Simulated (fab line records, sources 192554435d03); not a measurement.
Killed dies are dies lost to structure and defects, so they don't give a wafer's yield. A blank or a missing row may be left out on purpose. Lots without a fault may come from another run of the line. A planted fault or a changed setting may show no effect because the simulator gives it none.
Which tool did it? | flow n5_finfet | 12 lots, 36 wafers sampled, at 6 steps of a route of 1938

WHAT THE GAUGES READ, wafer by wafer
N5_BEOL_M0_INSPECT_127: inspects for defects (darkfield).
lot  | measured     | on                | raw_defect_count
L075 | day 6 08:14  | defect_inspect-01 | 76 68 67
L077 | day 6 18:47  | defect_inspect-02 | 109 72 94
L079 | day 7 04:13  | defect_inspect-02 | 70 53 59
L081 | day 7 21:05  | defect_inspect-02 | 68 76 73
L083 | day 8 05:04  | defect_inspect-02 | 81 69 56
L085 | day 9 07:13  | defect_inspect-01 | 38 94 69
L087 | day 9 14:30  | defect_inspect-01 | 74 111 76
L089 | day 10 00:25 | defect_inspect-02 | 113 90 122
L091 | day 10 06:04 | defect_inspect-02 | 63 91 68
L093 | day 11 02:50 | defect_inspect-01 | 86 97 57
L095 | day 11 08:07 | defect_inspect-02 | 66 54 51
L097 | day 11 22:37 | defect_inspect-02 | 84 90 98

WHICH TOOL RAN EACH LOT (tool, then ch and the chambers of the sampled wafers, then the start)
lot  | N5_BEOL_M0_SAQP_SPACER2_ALD_26    | N5_BEOL_M0_SAQP_ETCH_88            | N5_BEOL_M0_CUTY_DESCUM_61          | N5_BEOL_M0_DEGAS_112         | N5_BEOL_M0_ANNEAL_135
L075 | ald_sin-01 ch 1,3, day 5 22:55    | rie_diel-03 ch 0,1,3, day 6 00:25  | rie_diel-05 ch 2,3, day 6 01:50    | pvd_sputter-02, day 6 05:44  | pvd_sputter-03, day 6 07:04
L077 | ald_sin-03 ch 0,2, day 6 10:47    | rie_diel-01 ch 0,1,2, day 6 12:00  | rie_diel-05 ch 0,3, day 6 13:22    | pvd_sputter-03, day 6 16:16  | pvd_sputter-03, day 6 17:25
L079 | ald_sin-03 ch 0,1, day 6 19:44    | rie_diel-01 ch 0,1,2, day 6 20:56  | rie_diel-06 ch 0,2,3, day 6 22:26  | pvd_sputter-02, day 7 00:28  | pvd_sputter-02, day 7 03:06
L081 | ald_sin-01 ch 0,1,2, day 7 12:20  | rie_diel-03 ch 0,1,3, day 7 13:51  | rie_diel-04 ch 0,1,3, day 7 15:13  | pvd_sputter-03, day 7 18:32  | pvd_sputter-03, day 7 19:23
L083 | ald_sin-02 ch 0,2,3, day 7 20:25  | rie_diel-02 ch 0,1, day 7 21:46    | rie_diel-06 ch 0,1, day 7 23:12    | pvd_sputter-03, day 8 02:53  | pvd_sputter-02, day 8 03:57
L085 | ald_sin-01 ch 0,1,2, day 8 19:53  | rie_diel-03 ch 0,1,2, day 8 21:18  | rie_diel-05 ch 2,3, day 8 23:49    | pvd_sputter-02, day 9 04:26  | pvd_sputter-03, day 9 06:01
L087 | ald_sin-03 ch 0,2,3, day 9 06:55  | rie_diel-01 ch 0,2,3, day 9 08:16  | rie_diel-05 ch 1,3, day 9 09:38    | pvd_sputter-03, day 9 12:17  | pvd_sputter-02, day 9 13:19
L089 | ald_sin-01 ch 0,1,3, day 9 14:59  | rie_diel-02 ch 1,3, day 9 16:14    | rie_diel-06 ch 0,2, day 9 17:39    | pvd_sputter-02, day 9 22:12  | pvd_sputter-02, day 9 23:13
L091 | ald_sin-02 ch 1,2,3, day 9 23:13  | rie_diel-01 ch 1,2, day 10 00:33   | rie_diel-04 ch 0,1,2, day 10 02:10 | pvd_sputter-01, day 10 03:59 | pvd_sputter-03, day 10 04:56
L093 | ald_sin-03 ch 1,2, day 10 18:21   | rie_diel-03 ch 1,2,3, day 10 19:34 | rie_diel-06 ch 0,3, day 10 20:57   | pvd_sputter-02, day 10 22:32 | pvd_sputter-03, day 11 00:55
L095 | ald_sin-02 ch 0,1,2, day 11 00:43 | rie_diel-01 ch 0,2, day 11 02:03   | rie_diel-05 ch 0,1,2, day 11 04:50 | pvd_sputter-02, day 11 06:02 | pvd_sputter-03, day 11 06:59
L097 | ald_sin-03 ch 2,3, day 11 11:25   | rie_diel-03 ch 2,3, day 11 12:45   | rie_diel-05 ch 2,3, day 11 14:49   | pvd_sputter-02, day 11 20:28 | pvd_sputter-01, day 11 21:22
- N5_BEOL_M0_SAQP_SPACER2_ALD_26: deposits SiO2, target thk 15 nm, pulse time 1 s, purge time 2 s.
- N5_BEOL_M0_SAQP_ETCH_88: etches underlayer in N2/H2, target depth 6.5 nm, time 5.2 s.
- N5_BEOL_M0_CUTY_DESCUM_61: chemistry O2, time 7.9 s.
- N5_BEOL_M0_DEGAS_112: time 60 s.
- N5_BEOL_M0_ANNEAL_135: time 60 s.

THE ANSWER, worked out from the rows above alone
Rule: what is usual is taken from the lots themselves. Put in order of their means at a reading, lots are off if they are a third of the lots or fewer, leave a main group of 4 or more, and stand apart from it by a gap of 3 or more times the standard deviation of the main group's means; of several such gaps the widest counts. A main group whose means are all the same, to the digits that the tables above print for the reading, isn't used. A lot without any number at a reading at which 4 lots or more have one is off too. The other lots that the step has rows for count as sound.
No lot is off at any reading shown: from this, nothing can be told.

WHAT THE SIMULATOR HAD PUT IN
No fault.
